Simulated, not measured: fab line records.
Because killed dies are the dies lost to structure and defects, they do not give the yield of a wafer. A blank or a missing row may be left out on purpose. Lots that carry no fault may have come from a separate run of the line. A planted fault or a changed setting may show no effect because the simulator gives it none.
Matching of chambers ; flow n5-finfet ; N5_BEOL_M0_SAQP_SPACER2_ALD_26 on ald-sin-01 has 4 sister chambers
The step deposits SiO2, target thk 15 nm, pulse time 1 s, purge time 2 s. 4 wafers are shown with their chamber, then 9 later ones without.

WAFERS, EACH WITH ITS CHAMBER
wafer;chamber;heater-power-w (W)
L078.2;2;578
L092.1;0;396
L092.2;1;391
L092.4;3;409

WAFERS WHOSE CHAMBER IS MISSING
wafer;heater-power-w (W)
L093.1;573
L093.3;394
L093.4;408
L095.2;547
L095.3;419
L095.5;394
L097.3;393
L097.4;419
L097.6;578

EACH ONE'S CHAMBER
wafer;from the rows above;in truth
L093.1;2;2
L093.3;can't be placed: 0 or 1 or 3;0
L093.4;can't be placed: 3 or 0 or 1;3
L095.2;2;2
L095.3;can't be placed: 3 or 0 or 1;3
L095.5;can't be placed: 0 or 1 or 3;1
L097.3;can't be placed: 1 or 0 or 3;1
L097.4;can't be placed: 3 or 0 or 1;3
L097.6;2;2
3 of 9 placed correctly. Unplaceable from these rows: 6, with the true chamber sitting among the candidates in 6. Number placed wrongly: 0.
How it was worked out, from the rows above alone: a wafer's distance from a chamber is the root of the sum, over the readings, of the square of ((its reading less the chamber's mean) divided by the reading's scatter). The wafer belongs to the nearest chamber; if the next one is less than 2 further off, it can't be placed. A chamber's mean is the mean of its shown wafers. The scatter: root of mean squared gap, hidden wafer to nearest shown wafer, with one shown wafer a chamber.
